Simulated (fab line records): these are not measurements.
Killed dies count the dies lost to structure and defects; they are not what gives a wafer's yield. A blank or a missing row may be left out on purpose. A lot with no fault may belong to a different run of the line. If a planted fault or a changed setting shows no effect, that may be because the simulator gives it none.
Split-lot study || flow n5 finfet || route with 1938 steps; 7 lots, 39 wafers read

## ABOUT THE SPLIT
At N5_DUMMY_GATE_ETCH_32 (etches SiO2 in CF4, target depth 3.5 nm, time 3.9 s), the setting time s was moved away from the recipe's 3.9 s on 15 of the 39 wafers read, by -20.7% to +16.3%. All remaining wafers had this setting at the recipe value.

The reading comes from the split's own step.

## THE READING
etch.depth nm (the simulator's own value, which no gauge read), in nm, at N5_DUMMY_GATE_ETCH_32 (etches SiO2 in CF4, target depth 3.5 nm, time 3.9 s). The file does not state a usual value for it. Average 3.489 nm, standard deviation 0.039 nm, over the 24 wafers here run with the recipe.

{"wafer": "L075.1", "tool, chamber at the split": "rie si-05, 2", "time s as run, s": 3.9, "against the recipe": "recipe", "etch.depth nm, nm": 3.537, "against lot-mates on the recipe": "-"}
{"wafer": "L075.2", "tool, chamber at the split": "rie si-05, 0", "time s as run, s": 4.482, "against the recipe": "+14.9%", "etch.depth nm, nm": 4.093, "against lot-mates on the recipe": "+0.592"}
{"wafer": "L075.3", "tool, chamber at the split": "rie si-05, 3", "time s as run, s": 4.482, "against the recipe": "+14.9%", "etch.depth nm, nm": 3.995, "against lot-mates on the recipe": "+0.494"}
{"wafer": "L075.4", "tool, chamber at the split": "rie si-05, 1", "time s as run, s": 3.9, "against the recipe": "recipe", "etch.depth nm, nm": 3.476, "against lot-mates on the recipe": "-"}
{"wafer": "L075.5", "tool, chamber at the split": "rie si-05, 2", "time s as run, s": 4.482, "against the recipe": "+14.9%", "etch.depth nm, nm": 4.04, "against lot-mates on the recipe": "+0.539"}
{"wafer": "L075.6", "tool, chamber at the split": "rie si-05, 3", "time s as run, s": 3.9, "against the recipe": "recipe", "etch.depth nm, nm": 3.491, "against lot-mates on the recipe": "-"}
{"wafer": "L081.1", "tool, chamber at the split": "rie si-03, 0", "time s as run, s": 3.092, "against the recipe": "-20.7%", "etch.depth nm, nm": 2.808, "against lot-mates on the recipe": -0.658}
{"wafer": "L081.2", "tool, chamber at the split": "rie si-03, 1,2", "time s as run, s": 3.9, "against the recipe": "recipe", "etch.depth nm, nm": 3.468, "against lot-mates on the recipe": "-"}
{"wafer": "L081.6", "tool, chamber at the split": "rie si-03, 1,2", "time s as run, s": 3.9, "against the recipe": "recipe", "etch.depth nm, nm": 3.468, "against lot-mates on the recipe": "-"}
{"wafer": "L081.3", "tool, chamber at the split": "rie si-03, 2", "time s as run, s": 3.092, "against the recipe": "-20.7%", "etch.depth nm, nm": 2.718, "against lot-mates on the recipe": -0.748}
{"wafer": "L081.4", "tool, chamber at the split": "rie si-03, 3", "time s as run, s": 3.092, "against the recipe": "-20.7%", "etch.depth nm, nm": 2.805, "against lot-mates on the recipe": -0.661}
{"wafer": "L081.5", "tool, chamber at the split": "rie si-03, 1", "time s as run, s": 3.9, "against the recipe": "recipe", "etch.depth nm, nm": 3.462, "against lot-mates on the recipe": "-"}
{"wafer": "L082.1", "tool, chamber at the split": "rie si-03, 1", "time s as run, s": 3.9, "against the recipe": "recipe", "etch.depth nm, nm": 3.458, "against lot-mates on the recipe": "-"}
{"wafer": "L082.2", "tool, chamber at the split": "rie si-03, 3", "time s as run, s": 3.9, "against the recipe": "recipe", "etch.depth nm, nm": 3.522, "against lot-mates on the recipe": "-"}
{"wafer": "L082.3", "tool, chamber at the split": "rie si-03, 0", "time s as run, s": 3.9, "against the recipe": "recipe", "etch.depth nm, nm": 3.521, "against lot-mates on the recipe": "-"}
{"wafer": "L082.4", "tool, chamber at the split": "rie si-03, 2", "time s as run, s": 3.9, "against the recipe": "recipe", "etch.depth nm, nm": 3.443, "against lot-mates on the recipe": "-"}
{"wafer": "L082.5", "tool, chamber at the split": "rie si-03, 1", "time s as run, s": 3.9, "against the recipe": "recipe", "etch.depth nm, nm": 3.432, "against lot-mates on the recipe": "-"}
{"wafer": "L082.6", "tool, chamber at the split": "rie si-03, 2", "time s as run, s": 3.9, "against the recipe": "recipe", "etch.depth nm, nm": 3.455, "against lot-mates on the recipe": "-"}
{"wafer": "L088.2", "tool, chamber at the split": "rie si-05, 0", "time s as run, s": 3.9, "against the recipe": "recipe", "etch.depth nm, nm": 3.538, "against lot-mates on the recipe": "-"}
{"wafer": "L088.4", "tool, chamber at the split": "rie si-05, 2", "time s as run, s": 3.9, "against the recipe": "recipe", "etch.depth nm, nm": 3.527, "against lot-mates on the recipe": "-"}
{"wafer": "L088.6", "tool, chamber at the split": "rie si-05, 0", "time s as run, s": 3.9, "against the recipe": "recipe", "etch.depth nm, nm": 3.562, "against lot-mates on the recipe": "-"}
{"wafer": "L091.1", "tool, chamber at the split": "rie si-03, 3", "time s as run, s": 3.9, "against the recipe": "recipe", "etch.depth nm, nm": 3.497, "against lot-mates on the recipe": "-"}
{"wafer": "L091.2", "tool, chamber at the split": "rie si-03, 0", "time s as run, s": 4.535, "against the recipe": "+16.3%", "etch.depth nm, nm": 4.132, "against lot-mates on the recipe": "+0.631"}
{"wafer": "L091.3", "tool, chamber at the split": "rie si-03, 2", "time s as run, s": 3.9, "against the recipe": "recipe", "etch.depth nm, nm": 3.484, "against lot-mates on the recipe": "-"}
{"wafer": "L091.4", "tool, chamber at the split": "rie si-03, 1", "time s as run, s": 4.535, "against the recipe": "+16.3%", "etch.depth nm, nm": 4.021, "against lot-mates on the recipe": "+0.520"}
{"wafer": "L091.5", "tool, chamber at the split": "rie si-03, 3", "time s as run, s": 3.9, "against the recipe": "recipe", "etch.depth nm, nm": 3.522, "against lot-mates on the recipe": "-"}
{"wafer": "L091.6", "tool, chamber at the split": "rie si-03, 0", "time s as run, s": 4.535, "against the recipe": "+16.3%", "etch.depth nm, nm": 4.104, "against lot-mates on the recipe": "+0.603"}
{"wafer": "L093.1", "tool, chamber at the split": "rie si-03, 0", "time s as run, s": 3.9, "against the recipe": "recipe", "etch.depth nm, nm": 3.549, "against lot-mates on the recipe": "-"}
{"wafer": "L093.2", "tool, chamber at the split": "rie si-03, 3", "time s as run, s": 3.9, "against the recipe": "recipe", "etch.depth nm, nm": 3.467, "against lot-mates on the recipe": "-"}
{"wafer": "L093.3", "tool, chamber at the split": "rie si-03, 2", "time s as run, s": 4.489, "against the recipe": "+15.1%", "etch.depth nm, nm": 3.984, "against lot-mates on the recipe": "+0.497"}
{"wafer": "L093.4", "tool, chamber at the split": "rie si-03, 1", "time s as run, s": 3.9, "against the recipe": "recipe", "etch.depth nm, nm": 3.444, "against lot-mates on the recipe": "-"}
{"wafer": "L093.5", "tool, chamber at the split": "rie si-03, 2", "time s as run, s": 4.489, "against the recipe": "+15.1%", "etch.depth nm, nm": 3.956, "against lot-mates on the recipe": "+0.469"}
{"wafer": "L093.6", "tool, chamber at the split": "rie si-03, 1", "time s as run, s": 4.489, "against the recipe": "+15.1%", "etch.depth nm, nm": 3.966, "against lot-mates on the recipe": "+0.479"}
{"wafer": "L095.1", "tool, chamber at the split": "rie si-03, 3", "time s as run, s": 3.9, "against the recipe": "recipe", "etch.depth nm, nm": 3.532, "against lot-mates on the recipe": "-"}
{"wafer": "L095.2", "tool, chamber at the split": "rie si-03, 1", "time s as run, s": 3.279, "against the recipe": "-15.9%", "etch.depth nm, nm": 2.918, "against lot-mates on the recipe": -0.554}
{"wafer": "L095.3", "tool, chamber at the split": "rie si-03, 0", "time s as run, s": 3.279, "against the recipe": "-15.9%", "etch.depth nm, nm": 2.952, "against lot-mates on the recipe": -0.520}
{"wafer": "L095.4", "tool, chamber at the split": "rie si-03, 2", "time s as run, s": 3.9, "against the recipe": "recipe", "etch.depth nm, nm": 3.461, "against lot-mates on the recipe": "-"}
{"wafer": "L095.5", "tool, chamber at the split": "rie si-03, 2", "time s as run, s": 3.279, "against the recipe": "-15.9%", "etch.depth nm, nm": 2.906, "against lot-mates on the recipe": -0.566}
{"wafer": "L095.6", "tool, chamber at the split": "rie si-03, 1", "time s as run, s": 3.9, "against the recipe": "recipe", "etch.depth nm, nm": 3.423, "against lot-mates on the recipe": "-"}
The file does not say which wafer passed through which chamber wherever a row lists several chambers: such a row stands for several wafers.

THE FIT
A straight line over all 39 wafers: etch.depth nm changes by +0.035 nm for each +1% of time s; r = +0.99; the points scatter about the line by 0.043 nm.
The same after taking each lot's own level away (the mean of its wafers on the recipe; 39 wafers): +0.0342 nm for each +1%; r = +0.99; scatter 0.037 nm.
On that fit, the largest move of time s shifts the reading by 0.71 nm.
From 3.4660 to 3.5423 nm: that is the span of the lots' own levels, equal to 1.9 times the standard deviation above.
The two slopes agree, so the slope changes little with the lot-to-lot level.
Check: -0.713 nm against its lot-mates is what the line predicts for one of the wafers moved furthest among these (-20.7%) when that wafer is left out of the fit. Against them it came out at -0.658 nm.

## FURTHER SPLITS ON THESE WAFERS
Other splits were also applied to these wafers ahead of the reading. Each is held against what the fit with the lots' levels taken away leaves over:
{"other split on the same wafers": "N5_WELL_APT_IMPLANT_32 energy kev", "wafers away from the commonest value": 15, "r with etch.depth nm (lot level and that fit taken away)": "+0.10"}
{"other split on the same wafers": "N5_DUMMY_GATE_EXPOSE_12 dose mj", "wafers away from the commonest value": 15, "r with etch.depth nm (lot level and that fit taken away)": -0.02}
{"other split on the same wafers": "N5_DUMMY_GATE_ETCH_31 target depth a", "wafers away from the commonest value": 6, "r with etch.depth nm (lot level and that fit taken away)": "+0.05"}

## FILE'S OWN FIT
etch.depth nm changes by +0.0342 nm for each +1% of time s, r = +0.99.
